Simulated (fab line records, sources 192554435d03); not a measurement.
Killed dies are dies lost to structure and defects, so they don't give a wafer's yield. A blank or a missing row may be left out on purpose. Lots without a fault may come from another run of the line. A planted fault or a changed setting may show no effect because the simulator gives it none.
Split-lot experiment | flow n5_finfet | 7 lots, 39 wafers read, on a route of 1938 steps

THE SPLIT
At N5_BEOL_M8_ILD_DEP_00 (deposits SiCOH lowk from DEMS/porogen, target thk 179.75 nm, time 33.4 s), the setting time_s was moved away from the recipe's 33.4 s on 12 of the 39 wafers read, by -50.7% to -16.8%. The other wafers ran this setting at the recipe's value.

FROM THE SPLIT TO THE READING: what the file shows between them, 1 step
- N5_BEOL_M8_CURE_74: cures SiCOH lowk, time 240 s

THE READING
M8_ILD_THK, in nm, at N5_BEOL_M8_THK_MEAS_01. Fault-free wafers of this fab line usually give 155.1 nm, standard deviation 2 nm.

wafer  | tool, chamber at the split | time_s as run, s | against the recipe | M8_ILD_THK, nm | against lot-mates on the recipe
L077.1 | pecvd-02, 1                | 33.4             | recipe             | 149.6          | -
L077.2 | pecvd-02, 2                | 21.34            | -36.1%             | 98.8           | -53.7
L077.3 | pecvd-02, 1                | 21.34            | -36.1%             | 97.3           | -55.2
L077.4 | pecvd-02, 2                | 33.4             | recipe             | 154.6          | -
L077.5 | pecvd-02, 1                | 21.34            | -36.1%             | 98.1           | -54.4
L077.6 | pecvd-02, 2                | 33.4             | recipe             | 153.4          | -
L081.1 | pecvd-02, 2                | 33.4             | recipe             | 153.9          | -
L081.2 | pecvd-02, 0                | 27.8             | -16.8%             | 126.8          | -28.0
L081.3 | pecvd-02, 1                | 27.8             | -16.8%             | 127.6          | -27.2
L081.4 | pecvd-02, 0                | 27.8             | -16.8%             | 128.4          | -26.4
L081.5 | pecvd-02, 1                | 33.4             | recipe             | 154.4          | -
L081.6 | pecvd-02, 2                | 33.4             | recipe             | 156.2          | -
L088.1 | pecvd-02, 1                | 33.4             | recipe             | 151.4          | -
L088.2 | pecvd-02, 2                | 33.4             | recipe             | 152.8          | -
L088.3 | pecvd-02, 0                | 33.4             | recipe             | 151.8          | -
L088.4 | pecvd-02, 1                | 33.4             | recipe             | 154.7          | -
L088.5 | pecvd-02, 0                | 33.4             | recipe             | 157.1          | -
L088.6 | pecvd-02, 2                | 33.4             | recipe             | 155.5          | -
L090.1 | pecvd-02, 2                | 33.4             | recipe             | 155.3          | -
L090.3 | pecvd-02, 1                | 33.4             | recipe             | 155.0          | -
L090.6 | pecvd-02, 2                | 33.4             | recipe             | 157.8          | -
L091.1 | pecvd-03, 2                | 33.4             | recipe             | 153.7          | -
L091.2 | pecvd-03, 0                | 33.4             | recipe             | 155.1          | -
L091.3 | pecvd-03, 1                | 33.4             | recipe             | 153.7          | -
L091.4 | pecvd-03, 0,1              | 33.4             | recipe             | 156.6          | -
L091.5 | pecvd-03, 2                | 33.4             | recipe             | 156.0          | -
L091.6 | pecvd-03, 0,1              | 33.4             | recipe             | 156.5          | -
L094.1 | pecvd-03, 1                | 33.4             | recipe             | 156.5          | -
L094.2 | pecvd-03, 0                | 33.4             | recipe             | 155.8          | -
L094.3 | pecvd-03, 2                | 33.4             | recipe             | 154.1          | -
L094.4 | pecvd-03, 0                | 16.47            | -50.7%             | 82.6           | -72.9
L094.5 | pecvd-03, 1                | 16.47            | -50.7%             | 79.2           | -76.3
L094.6 | pecvd-03, 2                | 16.47            | -50.7%             | 79.7           | -75.8
L097.1 | pecvd-02, 2                | 18.94            | -43.3%             | 87.0           | -66.6
L097.2 | pecvd-02, 1                | 33.4             | recipe             | 153.0          | -
L097.3 | pecvd-02, 0                | 33.4             | recipe             | 151.0          | -
L097.4 | pecvd-02, 2,1              | 18.94            | -43.3%             | 88.5           | -65.1
L097.5 | pecvd-02, 2,1              | 18.94            | -43.3%             | 88.5           | -65.1
L097.6 | pecvd-02, 0                | 33.4             | recipe             | 156.7          | -
Where a row lists several chambers, the file gives one row for several wafers and doesn't say which wafer went through which chamber.

THE FIT
A straight line over all 39 wafers: M8_ILD_THK changes by +1.51 nm for each +1% of time_s; r = +1.00; the points scatter about the line by 2.1 nm.
The same after taking each lot's own level away (the mean of its wafers on the recipe; 39 wafers): +1.5 nm for each +1%; r = +1.00; scatter 1.7 nm.
On that fit, the largest move of time_s shifts the reading by 76 nm.
The lots' own levels span 152.53 to 156.03 nm, that is 1.8 times the standard deviation above.
So the lot-to-lot level changes the slope little: the two slopes agree.
Check: with one of the wafers moved furthest among these (-50.7%) left out of the fit, the line predicts -76.7 nm for it against its lot-mates. It came out at -72.9 nm against them.

OTHER SPLITS ON THESE WAFERS
These wafers also went through other splits before the reading. Each is held against what the fit with the lots' levels taken away leaves over:
other split on the same wafers           | wafers away from the commonest value | r with M8_ILD_THK (lot level and that fit taken away)
N5_BEOL_M1_CVD_47 target_thk_a           | 9                                    | -0.20
N5_BEOL_M4_TRENCH_ETCH_37 target_depth_a | 12                                   | -0.08

THE WHOLE CHAIN: every reading that the file lists as answering this split, in the file's order
step                   | what it does                                                             | reading                                                                                  | change (the file's fit)              | r (the file's)
N5_BEOL_M8_ILD_DEP_00  | deposits SiCOH lowk from DEMS/porogen, target thk 179.75 nm, time 33.4 s | SiCOH_lowk_of_BEOL_M8_ILD_DEP_00.thk_nm (the simulator's own value, which no gauge read) | +1.73 nm for each +1% of the setting | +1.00
N5_BEOL_M8_CURE_74     | cures SiCOH lowk, time 240 s                                             | SiCOH_lowk_of_BEOL_M8_ILD_DEP_00.thk_nm (the simulator's own value, which no gauge read) | +1.5 nm for each +1% of the setting  | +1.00
N5_BEOL_M8_THK_MEAS_01 |                                                                          | M8_ILD_THK                                                                               | +1.5 for each +1% of the setting     | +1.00

THE FILE'S OWN FIT
M8_ILD_THK changes by +1.5 nm for each +1% of time_s, r = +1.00.
